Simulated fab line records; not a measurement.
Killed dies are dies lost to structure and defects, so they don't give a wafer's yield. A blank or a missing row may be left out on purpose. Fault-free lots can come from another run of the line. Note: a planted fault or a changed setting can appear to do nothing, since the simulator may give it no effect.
The tool behind it: which one? + flow n5_finfet + route of 1938 steps, sampled at 1 step: 10 lots, 29 wafers

## WHAT EACH GAUGE READ, for each wafer
N5_BEOL_M10_THK_MEAS_53: measures by xrf.
| lot  | measured     | on            | M10_THK (nm)      |
|------|--------------|---------------|-------------------|
| L765 | day 10 08:59 | film_metro-02 | 143.1 145.0 141.3 |
| L766 | day 10 14:54 | film_metro-01 | 140.9 138.9 140.7 |
| L768 | day 10 22:17 | film_metro-01 | 142.5 136.2 140.5 |
| L771 | day 11 14:31 | film_metro-02 | 143.5 139.0 142.3 |
| L773 | day 11 23:47 | film_metro-02 | 139.0 140.5 144.3 |
| L776 | day 13 08:26 | film_metro-02 | 141.6 142.5 141.6 |
| L781 | day 14 06:45 | film_metro-02 | 141.3 139.0       |
| L782 | day 15 04:22 | film_metro-01 | 139.0 140.5 140.2 |
| L786 | day 15 18:11 | film_metro-01 | 140.4 139.5 140.5 |
| L787 | day 15 22:10 | film_metro-01 | 144.2 144.3 145.1 |

## WHICH TOOL RAN EACH LOT (tool, then ch and the chambers of the sampled wafers, then the start)
There is no process step in the record ahead of these readings.

## WHAT THE TOOLS THEMSELVES READ (means of the sampled wafers that have a number; where no wafer has one, the mark that the record gives instead)
The record holds no such reading with a usual standard deviation.

## THE ANSWER, worked out from the rows above alone
Rule: the usual values come from the lots themselves. Put in order of their means at a reading, lots are off if they are a third of the lots or fewer, leave a main group of 4 or more, and stand apart from it by a gap of 3 or more times the standard deviation of the main group's means; of several such gaps the widest counts. If all means in a main group match to the digits the tables above print for the reading, that group is not used. Also off: a lot with no number at a reading for which 4 or more lots have one. All remaining lots with rows at the step are treated as sound. The gauges are gone through in route order, then the tools' own readings, and for those a lot's mean is taken as printed above. At the first step where some lot is off, the reading lying furthest off is the one used; lots without a number count as furthest.
Across all readings shown, no lot is off: no conclusion can be drawn from this.

## WHAT THE SIMULATOR PUT IN
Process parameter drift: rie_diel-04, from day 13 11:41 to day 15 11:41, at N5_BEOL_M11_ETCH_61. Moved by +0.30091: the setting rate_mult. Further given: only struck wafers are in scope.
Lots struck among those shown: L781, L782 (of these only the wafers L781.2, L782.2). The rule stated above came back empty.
